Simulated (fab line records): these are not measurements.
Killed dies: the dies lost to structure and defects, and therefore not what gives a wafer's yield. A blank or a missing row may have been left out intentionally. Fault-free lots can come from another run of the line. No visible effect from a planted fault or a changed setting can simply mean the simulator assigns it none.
Which tool was responsible? || flow nand-harc || 7 lots, 20 wafers sampled, at 2 steps of a route of 1302

## WHAT THE GAUGES READ, wafer by wafer
NHARC_A_SLIT_CD_MEAS_09: target cd 300 nm.
{"lot": "L974", "measured": "day 20 03:21", "on": "cd-sem-01", "cd-nm (nm)": "300.1 299.5 300.3"}
{"lot": "L978", "measured": "day 22 01:30", "on": "cd-sem-03", "cd-nm (nm)": "300.3 300.0 300.1"}
{"lot": "L982", "measured": "day 23 11:01", "on": "cd-sem-02", "cd-nm (nm)": "299.4 299.9"}
{"lot": "L980", "measured": "day 23 23:34", "on": "cd-sem-03", "cd-nm (nm)": "299.7 300.0 300.4"}
{"lot": "L989", "measured": "day 26 18:40", "on": "cd-sem-03", "cd-nm (nm)": "299.5 299.9 299.9"}
{"lot": "L990", "measured": "day 27 09:39", "on": "cd-sem-03", "cd-nm (nm)": "300.0 299.2 300.0"}
{"lot": "L993", "measured": "day 28 12:48", "on": "cd-sem-02", "cd-nm (nm)": "300.1 300.2 300.0"}

## WHAT TOOL EACH LOT RAN ON (gives the tool, then ch and the chambers of the sampled wafers, and finally the start)
{"lot": "L974", "NHARC_A_SGD_CUT_ETCHBACK_24": "rie-diel-05 ch 1,2,3, day 19 19:25"}
{"lot": "L978", "NHARC_A_SGD_CUT_ETCHBACK_24": "rie-diel-05 ch 0,2, day 21 18:51"}
{"lot": "L982", "NHARC_A_SGD_CUT_ETCHBACK_24": "rie-diel-05 ch 2, day 23 05:59"}
{"lot": "L980", "NHARC_A_SGD_CUT_ETCHBACK_24": "rie-diel-09 ch 0,1,3, day 23 16:50"}
{"lot": "L989", "NHARC_A_SGD_CUT_ETCHBACK_24": "rie-diel-09 ch 1,2,3, day 26 09:12"}
{"lot": "L990", "NHARC_A_SGD_CUT_ETCHBACK_24": "rie-diel-05 ch 1,2,3, day 27 04:26"}
{"lot": "L993", "NHARC_A_SGD_CUT_ETCHBACK_24": "rie-diel-09 ch 0,1,2, day 28 06:03"}
- NHARC_A_SGD_CUT_ETCHBACK_24: etches the open film in CH3F/O2, target depth 50 nm, time 92.857 s.

## THE ANSWER, worked out from the rows above alone
Rule: usual is defined by the lots themselves. The widest of any qualifying gaps counts: lots, ordered by their means at a reading, are off when they make up no more than a third of the lots, leave a main group of 4 or more, and stand apart from it by 3 or more times the standard deviation of that group's means. A main group whose means are all the same, to the digits that the tables above print for the reading, isn't used. Also off: a lot with no number at a reading for which 4 or more lots have one. Where the step has rows for the other lots, those lots are counted as sound.
None of the lots is off at any reading shown; this tells nothing.

## WHAT THE SIMULATOR HAD PUT IN
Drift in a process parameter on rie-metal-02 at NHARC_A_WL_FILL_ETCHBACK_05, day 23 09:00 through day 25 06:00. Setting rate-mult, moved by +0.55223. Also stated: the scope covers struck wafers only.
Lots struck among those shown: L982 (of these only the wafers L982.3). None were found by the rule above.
